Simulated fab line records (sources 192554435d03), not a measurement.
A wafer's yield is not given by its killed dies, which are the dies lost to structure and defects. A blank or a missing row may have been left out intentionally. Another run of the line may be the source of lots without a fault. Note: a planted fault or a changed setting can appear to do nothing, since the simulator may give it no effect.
A lot that was struck, set against a sound lot ; flow n5_finfet ; 37 steps out of a route of 1938
Sound: these wafers, L736.2, L736.3, L736.6. The struck wafers were L733.1, L733.3, L733.4. The cause comes at the end.
At each step with rows: each side's tool, then ch and its chambers, then its first start. Under that, the readings that differ: sound wafers ; struck wafers ; difference of the means ; sigmas: that difference in standard deviations of wafers without a fault.
alike: same words and numbers on both sides, and readings whose means sit less than 2 such deviations apart. not compared: any withheld reading, any reading some wafer has no value for, any bound like >300 that may hide the same value, and any number with overlapping values for which the record gives no deviation.
The two part at a step that has a row with sigmas, a row that says differs or no value, or rows on one side only. Numbers that don't overlap but have no deviation are shown without sigmas and don't part them. A reading missing from all wafers of one side parts the sides only when that side holds two or more wafers.

first, 9 steps without rows for these wafers: N5_BEOL_M11_PEB_26 (peb time 60 s); N5_BEOL_M11_DEVELOP_27 (develop time 30 s); N5_BEOL_M11_DESCUM_33 (chemistry O2, time 7.9 s); N5_BEOL_M11_ETCH_65 (etches SiARC in CF4, target depth 39 nm, time 65 s); N5_BEOL_M11_ETCH_66 (etches SOC in N2/H2, target depth 120 nm, overetch 24 nm, time 180 s); N5_BEOL_M11_STRIP_69 (strips in N2/H2); N5_BEOL_M11_VIA_ETCH_34 (etches SiCOH lowk in C4F6/O2, target depth 184.5 nm, time 69.2 s); N5_BEOL_M11_STRIP_73 (strips in C4F6/O2); N5_BEOL_M11_STRIP_36 (strips in N2/H2).
N5_BEOL_M11_TRENCH_ETCH_37: etches SiCOH lowk in C4F6/O2, target depth 148.83 nm, time 48 s.
  sound on rie_diel-06 ch 0,1,3, day 16 11:16; struck on rie_diel-02 ch 0,1,3, day 15 03:39
reading;sound;struck;difference;sigmas
rf_fwd_power_W (W);341.8 342.6 343.8;259.6 258.4 257.4;-84.3;-60
rf_vpp_V (V);665 670 683;768 763 756;+90;+9
model.BEOL_M11.feature_depth_nm (nm);147.6 147.4 145.6;135.2 131.8 130.2;-14.5;
model.etch.depth_nm (nm);147.5 147.3 145.5;135.3 131.9 130.1;-14.3;
model.TiN_of_BEOL_M11_HM_DEP_02.thk_nm (nm);15.8 16 15.8;16.2 16.2 16.2;+0.3;
  alike: O2_flow_sccm, drypump_motor_current_A, oes_f_703_au, oes_product_au, showerhead_plenum_p_Torr, throttle_valve_pct
  not compared: rf_hours_counter_h
then, 2 steps without rows for these wafers: N5_BEOL_M11_ETCH_41 (etches SiCN in CH3F/O2, target depth 42.6 nm, time 86 s); N5_BEOL_M11_STRIP_77 (strips in N2/H2, time 10 s).
N5_BEOL_M11_OCD_MEAS_38:
  sound on ocd-01, day 16 11:27; struck on ocd-01, day 15 03:50
reading;sound;struck;difference;sigmas
trench_depth_nm (nm);147.3 147.7 145.5;135.9 132.2 130.1;-14.1;-5
then, 13 steps without rows for these wafers: N5_BEOL_M11_HM_STRIP_39 (strips TiN in peroxide tin strip, target depth 25 nm, time 158 s); N5_BEOL_M11_SRD_40 (time 30 s); N5_BEOL_M11_PRECLEAN_42 (cleans in residue remover, time 60 s); N5_BEOL_M11_SRD_43 (time 30 s); N5_BEOL_M11_CURE_72 (cures SiCOH lowk, time 120 s); N5_BEOL_M11_DEGAS_44 (time 60 s); N5_BEOL_M11_PRE_CLEAN_45 (time 30 s); N5_BEOL_M11_ALD_74 (deposits TaN, target thk 2 nm, pulse time 2 s, purge time 3 s); N5_BEOL_M11_SURFACE_TREAT_76; N5_BEOL_M11_CVD_75 (deposits Co from CCTBA/H2, target thk 2 nm, time 138.9 s); N5_BEOL_M11_SPUTTER_48 (material Cu, target thk 12 nm, time 2 s); N5_BEOL_M11_ECD_50 (material Cu, target thk 318 nm); N5_BEOL_M11_ANNEAL_51 (time 90 s).
N5_BEOL_M11_CMP_52: polishes, stops on SiCOH lowk, t overpolish 7 s, target thk 140 nm.
  sound on cmp-04 ch 1,2,3, day 16 13:58; struck on cmp-04 ch 1,2,3, day 15 07:50
reading;sound;struck;difference;sigmas
model.Cu_of_BEOL_M11_ECD_50.thk_nm (nm);139.2 136.8 137.2;125.2 124.4 121;-14.2;
  alike: barrier_field_endpoint_s, clearing_platen_down_force_psi, motor_current_A, overpolish_run_s, time_to_endpoint_s
N5_BEOL_M11_THK_MEAS_53: measures by xrf.
  sound on film_metro-02, day 16 14:11; struck on film_metro-02, day 15 08:08
reading;sound;struck;difference;sigmas
M11_THK (nm);142 139 139;128 127 123;-14;-4
then, 2 steps without rows for these wafers: N5_BEOL_M11_PRE_CLEAN_55 (time 15 s); N5_BEOL_M11_DEP_56 (deposits SiCN from 3MS/NH3, target thk 30 nm, time 10.5 s).
N5_BEOL_M11_RS_MEAS_57: measurement is done with a four-point probe.
  sound on film_metro-02, day 16 14:19; struck on film_metro-01, day 15 08:16
reading;sound;struck;difference;sigmas
M11_RS (ohm/sq);0.152 0.155 0.154;0.171 0.172 0.177;+0.020;+6
then, 5 steps without rows for these wafers: N5_BEOL_M12_ILD_DEP_00 (deposits SiOC from DEMS/O2, target thk 658.92 nm, time 130.7 s); N5_BEOL_M12_COAT_58 (time 60 s, resist thk 89 nm); N5_BEOL_M12_COAT_04 (resist thk 400 nm); N5_BEOL_M12_EBR_06; N5_BEOL_M12_SOFTBAKE_05 (time 60 s).
N5_BEOL_M15_RC_MEAS_101:
  sound on prober-02 ch 0, day 17 17:15; struck on prober-02 ch 0, day 16 12:01
reading;sound;struck;difference;sigmas
SERP_M11 (ohm/um);3.14 3.11 3.08;3.48 3.41 3.51;+0.36;+4
SERP_M11_max_site (ohm/um);3.24 3.28 3.19;3.64 3.48 3.56;+0.32;+3
  alike: COMB_M10, COMB_M10_max_site, COMB_M11, COMB_M12, COMB_M13, COMB_M14, COMB_M15, COMB_M5, COMB_M6, COMB_M7, COMB_M8, COMB_M9, SERP_M10, SERP_M12, SERP_M13, SERP_M14, SERP_M5, SERP_M6, SERP_M7, SERP_M8, SERP_M9

== WHERE THEY PART ==
At N5_BEOL_M11_TRENCH_ETCH_37 first; at N5_BEOL_M15_RC_MEAS_101 last (within this record only).

WHY: whatever the simulator had introduced
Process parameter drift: rie_diel-02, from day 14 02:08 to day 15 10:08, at N5_BEOL_M11_TRENCH_ETCH_37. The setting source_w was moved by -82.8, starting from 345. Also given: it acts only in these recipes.
